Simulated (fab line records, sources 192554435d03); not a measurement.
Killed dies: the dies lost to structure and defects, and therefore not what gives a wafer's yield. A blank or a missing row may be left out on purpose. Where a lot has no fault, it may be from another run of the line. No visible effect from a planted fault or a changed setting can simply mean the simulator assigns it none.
8D (eight disciplines) problem report, filled in by code || flow n5_finfet || the parts of the form that need people (team, actions taken, sign-off) are left out
Where a reading is given only as a bound, like >300, the bound stands for it, and a mean or a difference that rests on one is marked > or <: the true number lies beyond.

## 1. THE ISSUE
At N5_ZERO_LAYER_INSPECT_20, raw_defect_count averages 816 over 3 wafers from 2 lots, while fault-free wafers read 33, standard deviation 13. Relative to the usual mean, that is a shift of +60 standard deviations.
The step: inspects for defects (darkfield).
Seen first at day 4 19:15 on defect_inspect-01, wafer L826.2. Wafers with a number at this step in the record: 26, from 9 lots. Rule for "out" (also "out of limits"): further than 4 standard deviations from the usual mean. The rest of the wafers with a number are treated as sound.

## 2. WHAT IT IS; WHAT IT IS NOT
{"question": "which readings at this step", "is": "raw_defect_count", "is not": "-"}
{"question": "which lots", "is": "L826, L830", "is not": "L814, L816, L817, L819, L832, L833, L836"}
{"question": "which wafers of those lots", "is": "L826.2, L826.6, L830.4", "is not": "L826.1, L830.3, L830.5"}
{"question": "read on which gauges", "is": "defect_inspect-01, defect_inspect-02", "is not": "-"}
{"question": "when", "is": "from day 4 19:15", "is not": "up to then (12 sound wafers); but 11 sound wafers of L830, L832, L833, L836 came after"}

## 3. THE SUSPECTS, EACH WITH WHAT RULES IT OUT
Counting: any tool at a process step up to the reading remains a suspect provided it ran every lot that is out. Sound lots after the first of them don't rule it out here, since some wafers of a struck lot are sound.
- the gauge at N5_ZERO_LAYER_INSPECT_20 is ruled out. 2 gauges (defect_inspect-01, defect_inspect-02) read the wafers that are out.
- rie_si-01 at N5_ZERO_LAYER_ETCH_18 (etches Si in HBr/Cl2, target depth 120 nm, time 40 s): kept. It ran every lot that is out, first L826 (day 4 18:47); its last sound lot up to then is L814 (day 1 18:50).
- plasma_asher-01 at N5_ZERO_LAYER_STRIP_24 (strips in O2): kept. It ran every lot that is out, first L826 (day 4 18:53); its last sound lot up to then is L819 (day 3 01:13).
- Within plasma_asher-01 at N5_ZERO_LAYER_STRIP_24, the wafers that are out were processed in chamber 0 and their sound lot-mates in chamber 1.
Left after counting: rie_si-01 at N5_ZERO_LAYER_ETCH_18, plasma_asher-01 at N5_ZERO_LAYER_STRIP_24.

## 4. THE CAUSE (what the simulator had put in)
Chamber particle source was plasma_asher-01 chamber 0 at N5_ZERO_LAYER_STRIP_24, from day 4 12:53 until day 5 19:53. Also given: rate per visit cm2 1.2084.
Counting left 2 suspects, and this tool is among them.

## 5. SEQUENCE OF EFFECTS, ordered by route
Each row: a reading where the mean over the struck wafers with a number is more than 3 standard deviations away from the usual. Readings are gone through only where the record gives a usual standard deviation; hours: the median, over the lots, of the time from a lot's start at the first step in this table giving one to that lot's start at this step; sigmas: the change measured in usual standard deviations.
{"hours": 0, "step": "N5_ZERO_LAYER_INSPECT_20", "reading": "raw_defect_count", "usual": 33, "on struck wafers": 816, "change": "+783", "sigmas": "+60"}
{"hours": 0, "step": "N5_WELL_APT_INSPECT_10", "reading": "raw_defect_count", "usual": 2.0, "on struck wafers": ">300", "change": ">+298", "sigmas": "+99 or more"}
{"hours": 4, "step": "N5_WELL_APT_INSPECT_38", "reading": "raw_defect_count", "usual": 13, "on struck wafers": 801, "change": "+788", "sigmas": "+99 or more"}
{"hours": 368, "step": "N5_PASSIVATION_PROBE_49", "reading": "defect_limited_yield", "usual": "90.9 %", "on struck wafers": 84.3, "change": -6.6, "sigmas": -4.1}
{"hours": 368, "step": "N5_PASSIVATION_PROBE_49", "reading": "killed_at_front_end", "usual": 39, "on struck wafers": 114, "change": "+75", "sigmas": "+6.8"}
{"hours": 368, "step": "N5_PASSIVATION_PROBE_49", "reading": "killed_dies", "usual": 107, "on struck wafers": 185, "change": "+78", "sigmas": "+4.1"}
{"hours": 368, "step": "N5_PASSIVATION_PROBE_49", "reading": "killed_on_rim", "usual": 14, "on struck wafers": 30, "change": "+16", "sigmas": "+3.7"}
{"hours": 368, "step": "N5_PASSIVATION_PROBE_49", "reading": "sort_bin_5_function", "usual": "5.3 %", "on struck wafers": 9.5, "change": "+4.2", "sigmas": "+4.2"}
{"hours": 368, "step": "N5_PASSIVATION_PROBE_49", "reading": "sort_n_pass", "usual": 1072, "on struck wafers": 995, "change": -77, "sigmas": -3.8}
{"hours": 368, "step": "N5_PASSIVATION_PROBE_49", "reading": "sort_yield_pct", "usual": "90.9 %", "on struck wafers": 84.3, "change": -6.6, "sigmas": -3.9}
The process steps in it:
- N5_PASSIVATION_PROBE_49
Later measuring or inspecting steps at which every struck wafer that the step has a row for has a number for every such reading, and none has moved that far: N5_BEOL_M4_RC_MEAS_101.

## 6. HOW IT WOULD HAVE BEEN CAUGHT EARLIER
In this record the first reading out of limits at a measuring or inspecting step was taken at day 4 19:15, 6 hours after the fault began at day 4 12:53.
Of the tool readings at N5_ZERO_LAYER_STRIP_24 for which the record gives a usual standard deviation, none was out on any struck wafer, so an alarm limit of 4 standard deviations on them would not have fired.
Among the 2 lots that are out, L830 began N5_ZERO_LAYER_STRIP_24 on plasma_asher-01 after day 4 19:15. Holding the tool at that time would have saved it.
